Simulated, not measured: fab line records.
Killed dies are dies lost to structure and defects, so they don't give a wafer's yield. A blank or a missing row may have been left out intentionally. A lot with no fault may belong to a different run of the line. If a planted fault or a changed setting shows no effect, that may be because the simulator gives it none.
Which tool was responsible?	flow n5_finfet	Sampling: 8 lots, 24 wafers, 5 of 1938 route steps

== WHAT THE GAUGES SHOWED, per wafer ==
N5_BEOL_M4_RC_MEAS_101.
lot	measured	on	VT_N_LONG (mV)
L743	day 8 04:57	prober-02	274.2 277.1 275.5
L746	day 9 06:42	prober-01	273.2 274.4 273.3
L747	day 8 23:53	prober-01	276.1 276.8 274.4
L748	day 9 10:04	prober-01	275.4 272.4 275.6
L754	day 11 05:29	prober-02	274.1 277.6 275.9
L755	day 11 08:53	prober-02	274.9 276.6 274.2
L762	day 12 22:28	prober-02	326.8 274.7 273.7
L765	day 13 23:38	prober-02	274.0 274.9 272.4

== TOOL THAT RAN EACH LOT (tool first, then ch and the chambers of the sampled wafers, then the start) ==
lot	N5_HKMG_FIN_STRIP_34	N5_HKMG_FIN_NWFM_ALD_20	N5_HKMG_FIN_STRIP_90	N5_HKMG_FIN_ALD_21
L743	rie_diel-05 ch 0,1,3, day 4 12:44	ald_metal-04 ch 0,1,3, day 4 14:26	rie_diel-06 ch 0,1,3, day 4 14:56	ald_metal-04 ch 0,1, day 4 15:37
L746	rie_diel-02 ch 0,1,3, day 5 10:58	ald_metal-04 ch 1,2,3, day 5 12:41	rie_diel-05 ch 1,2, day 5 13:11	ald_metal-02 ch 1,3, day 5 13:53
L747	rie_diel-02 ch 1,2,3, day 5 12:16	ald_metal-01 ch 0,2,3, day 5 14:01	rie_diel-05 ch 1,3, day 5 14:31	ald_metal-02 ch 0,1, day 5 15:12
L748	rie_diel-02 ch 0,2,3, day 5 16:56	ald_metal-02 ch 0,2,3, day 5 18:40	rie_diel-05 ch 1,2,3, day 5 19:10	ald_metal-01 ch 0,1,2, day 5 19:51
L754	rie_diel-05 ch 0,1,3, day 7 07:24	ald_metal-01 ch 0,2,3, day 7 09:05	rie_diel-05 ch 0,1,3, day 7 09:34	ald_metal-01 ch 0,1,3, day 7 10:23
L755	rie_diel-02 ch 0,2,3, day 7 14:25	ald_metal-02 ch 0,2, day 7 16:05	rie_diel-05 ch 0,3, day 7 16:47	ald_metal-01 ch 0,3, day 7 17:31
L762	rie_diel-05 ch 0,1,2, day 9 03:52	ald_metal-01 ch 0,2,3, day 9 05:33	rie_diel-06 ch 0,1,2, day 9 06:03	ald_metal-01 ch 0,2,3, day 9 06:44
L765	rie_diel-06 ch 1,2,3, day 10 03:13	ald_metal-02 ch 0,1,2, day 10 05:03	rie_diel-05 ch 0,2,3, day 10 05:32	ald_metal-02 ch 0,1,2, day 10 06:16
- N5_HKMG_FIN_STRIP_34: strips in CF4.
- N5_HKMG_FIN_NWFM_ALD_20: deposits TiAlC, target thk 2 nm, pulse time 3 s, purge time 2 s.
- N5_HKMG_FIN_STRIP_90: strips SOC in N2/H2, time 20 s.
- N5_HKMG_FIN_ALD_21: deposits TiN, target thk 1.5 nm, pulse time 1 s, purge time 3 s.

== THE ANSWER, worked out from the rows above alone ==
Rule: usual is defined by the lots themselves. Put in order of their means at a reading, lots are off if they are a third of the lots or fewer, leave a main group of 4 or more, and stand apart from it by a gap of 3 or more times the standard deviation of the main group's means; of several such gaps the widest counts. If all means in a main group match to the digits the tables above print for the reading, that group is not used. A lot without any number at a reading at which 4 lots or more have one is off too. All remaining lots with rows at the step are treated as sound.
Off: L762, at N5_BEOL_M4_RC_MEAS_101 (VT_N_LONG). The main group: mean 274.9 mV, standard deviation 0.88.
If a tool, at a process step before that reading, ran all the lots that are off and no sound lot after the first of them, it fits. The gauges at N5_BEOL_M4_RC_MEAS_101 are tried like those tools. Can't be told from this: 3 tools fit, rie_diel-05 at N5_HKMG_FIN_STRIP_34, ald_metal-01 at N5_HKMG_FIN_NWFM_ALD_20 and N5_HKMG_FIN_ALD_21, rie_diel-06 at N5_HKMG_FIN_STRIP_90.

== WHAT WAS PUT IN BY THE SIMULATOR ==
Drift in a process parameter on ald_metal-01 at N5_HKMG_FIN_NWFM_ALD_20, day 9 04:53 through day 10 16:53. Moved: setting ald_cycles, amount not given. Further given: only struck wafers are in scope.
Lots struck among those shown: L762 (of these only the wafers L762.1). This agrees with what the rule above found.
